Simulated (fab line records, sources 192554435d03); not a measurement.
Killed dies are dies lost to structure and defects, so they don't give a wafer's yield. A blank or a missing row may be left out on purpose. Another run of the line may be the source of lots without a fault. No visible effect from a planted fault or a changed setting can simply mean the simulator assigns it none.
The tool behind it: which one? | flow n5 finfet | 27 wafers from 9 lots sampled at 4 of the route's 1938 steps

== WHAT EACH GAUGE READ, for each wafer ==
N5_HKMG_FIN_THK_MEAS_70: measures by xrf.
lot  | measured    | on            | HK_THK (nm)
L188 | day 4 03:32 | film metro-01 | 1.604 1.621 1.609
L191 | day 4 21:29 | film metro-01 | 1.606 1.629 1.618
L193 | day 5 10:16 | film metro-02 | 1.595 1.632 1.614
L195 | day 5 22:40 | film metro-01 | 1.601 1.614 1.620
L204 | day 8 00:57 | film metro-02 | 1.335 1.342 1.342
L205 | day 8 16:11 | film metro-02 | 1.338 1.379 1.338
L208 | day 9 01:28 | film metro-01 | 1.623 1.590 1.630
L209 | day 9 08:54 | film metro-01 | 1.615 1.623 1.617
L211 | day 9 23:34 | film metro-02 | 1.632 1.602 1.606

== WHICH TOOL RAN EACH LOT (tool, then ch and the chambers of the sampled wafers, then the start) ==
lot  | N5_HKMG_FIN_HK_ALD_01           | N5_HKMG_FIN_DESCUM_53             | N5_HKMG_FIN_STRIP_93
L188 | ald hk-03 ch 1,2,3, day 4 00:06 | rie diel-06 ch 0,1, day 4 01:08   | rie diel-06 ch 0,1, day 4 01:52
L191 | ald hk-03 ch 1,2,3, day 4 17:44 | rie diel-05 ch 1,3, day 4 19:04   | rie diel-05 ch 1,3, day 4 19:47
L193 | ald hk-03 ch 0,1,2, day 5 06:35 | rie diel-05 ch 1,2, day 5 07:46   | rie diel-05 ch 1,2, day 5 08:30
L195 | ald hk-01 ch 2,3, day 5 18:52   | rie diel-06 ch 0,3, day 5 20:05   | rie diel-06 ch 0,3, day 5 20:48
L204 | ald hk-03 ch 2,3, day 7 21:36   | rie diel-06 ch 0,2,3, day 7 22:32 | rie diel-06 ch 0,2,3, day 7 23:16
L205 | ald hk-03 ch 1,3, day 8 12:07   | rie diel-02 ch 1,2,3, day 8 13:34 | rie diel-02 ch 1,2,3, day 8 14:17
L208 | ald hk-01 ch 1,2,3, day 8 21:43 | rie diel-05 ch 0,2, day 8 22:58   | rie diel-05 ch 0,2, day 8 23:41
L209 | ald hk-02 ch 0,1,3, day 9 05:35 | rie diel-02 ch 0,1,3, day 9 06:29 | rie diel-02 ch 0,1,3, day 9 07:13
L211 | ald hk-02 ch 1,2,3, day 9 18:58 | rie diel-02 ch 0,1,2, day 9 21:02 | rie diel-02 ch 0,1,2, day 9 21:46
- N5_HKMG_FIN_HK_ALD_01: deposits HfO2, target thk 1.6 nm, pulse time 3 s, purge time 3 s.
- N5_HKMG_FIN_DESCUM_53: chemistry O2, time 7.9 s.
- N5_HKMG_FIN_STRIP_93: strips SOC in N2/H2, time 20 s.

== THE ANSWER, worked out from the rows above alone ==
Rule: the usual values come from the lots themselves. The widest of any qualifying gaps counts: lots, ordered by their means at a reading, are off when they make up no more than a third of the lots, leave a main group of 4 or more, and stand apart from it by 3 or more times the standard deviation of that group's means. If all means in a main group match to the digits the tables above print for the reading, that group is not used. A lot without any number at a reading at which 4 lots or more have one is off too. All remaining lots with rows at the step are treated as sound.
Off: L204, L205, seen at N5_HKMG_FIN_THK_MEAS_70 (HK_THK). The main group has a mean of 1.614 nm with a standard deviation of 0.0025.
A tool fits if, at a process step before that reading, it ran every lot that is off, and no sound lot after the first of them. The gauges at N5_HKMG_FIN_THK_MEAS_70 are tried like those tools. One fits: N5_HKMG_FIN_HK_ALD_01 on ald hk-03. A fault onset in the window from L193 (day 5 06:35, its last sound lot) to L204 (day 7 21:36, its first lot off) fits.

== WHAT HAD BEEN PUT IN BY THE SIMULATOR ==
Site profile drift: ald hk-03, from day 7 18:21 on, at N5_HKMG_FIN_HK_ALD_01. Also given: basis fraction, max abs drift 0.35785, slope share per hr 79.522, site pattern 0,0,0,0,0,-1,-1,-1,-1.
Shown lots that were struck: L204, L205. The rule given above showed the same thing.
